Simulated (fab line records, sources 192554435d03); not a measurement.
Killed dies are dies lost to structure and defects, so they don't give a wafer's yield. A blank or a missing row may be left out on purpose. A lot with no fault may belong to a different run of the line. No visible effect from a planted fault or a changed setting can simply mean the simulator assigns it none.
Matching of chambers ; flow n5 finfet ; 4 sister chambers for N5_MIM_TOP_ALD_00 on ald hk-01
The step deposits Al2O3, purge time 3 s, co reactant pulse time 3 s. 20 wafers are shown with their chamber, then 10 later ones without.

== WAFERS PAIRED WITH THEIR CHAMBERS ==
wafer;chamber;precursor pulse height rel
L074.1;0;1.001
L074.4;2;1.021
L074.5;3;0.947
L077.1;0;0.980
L077.2;3;0.999
L077.5;3;0.994
L078.2;1;0.991
L078.4;2;1.021
L078.6;1;0.998
L079.3;2;1.015
L079.4;0;1.019
L079.6;0;0.984
L083.1;1;1.019
L083.2;2;1.025
L083.3;3;0.961
L084.2;1;0.998
L084.4;0;1.012
L084.5;0;1.017
L085.1;0;0.996
L085.3;2;1.007

SIGNATURES (averages over the wafers above)
reading;chamber 0;chamber 1;chamber 2;chamber 3;scatter within a chamber
precursor pulse height rel;1.00129;1.00150;1.01780;0.97525;0.0158
Rule: for a wafer and a chamber, the distance is found by dividing, reading by reading, the gap between the wafer's reading and the chamber's mean by the reading's scatter, squaring, summing and taking the root. The wafer belongs to the nearest chamber; if the next one is less than 2 further off, it can't be placed. The scatter: the root of (the sum of the squares of (reading less its chamber's mean) over the shown wafers, divided by (wafers less chambers)).

== WAFERS WITHOUT THEIR CHAMBER ==
wafer;precursor pulse height rel
L085.5;0.983
L086.2;1.029
L086.3;0.975
L086.6;0.990
L091.2;0.984
L091.5;1.004
L091.6;1.001
L095.3;1.028
L095.4;1.008
L095.6;1.021

== WHICH CHAMBER EACH WENT THROUGH ==
wafer;from the rows above;in truth
L085.5;can't be placed: 3 or 0 or 1 or 2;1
L086.2;can't be placed: 2 or 1 or 0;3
L086.3;can't be placed: 3 or 0 or 1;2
L086.6;can't be placed: 0 or 1 or 3 or 2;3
L091.2;can't be placed: 3 or 0 or 1 or 2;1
L091.5;can't be placed: 1 or 0 or 2 or 3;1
L091.6;can't be placed: 0 or 1 or 2 or 3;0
L095.3;can't be placed: 2 or 1 or 0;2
L095.4;can't be placed: 1 or 0 or 2 or 3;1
L095.6;can't be placed: 2 or 1 or 0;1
Correctly placed: 0 of 10. Unplaceable from these rows: 10, with the true chamber sitting among the candidates in 8. Wrongly placed: 0.
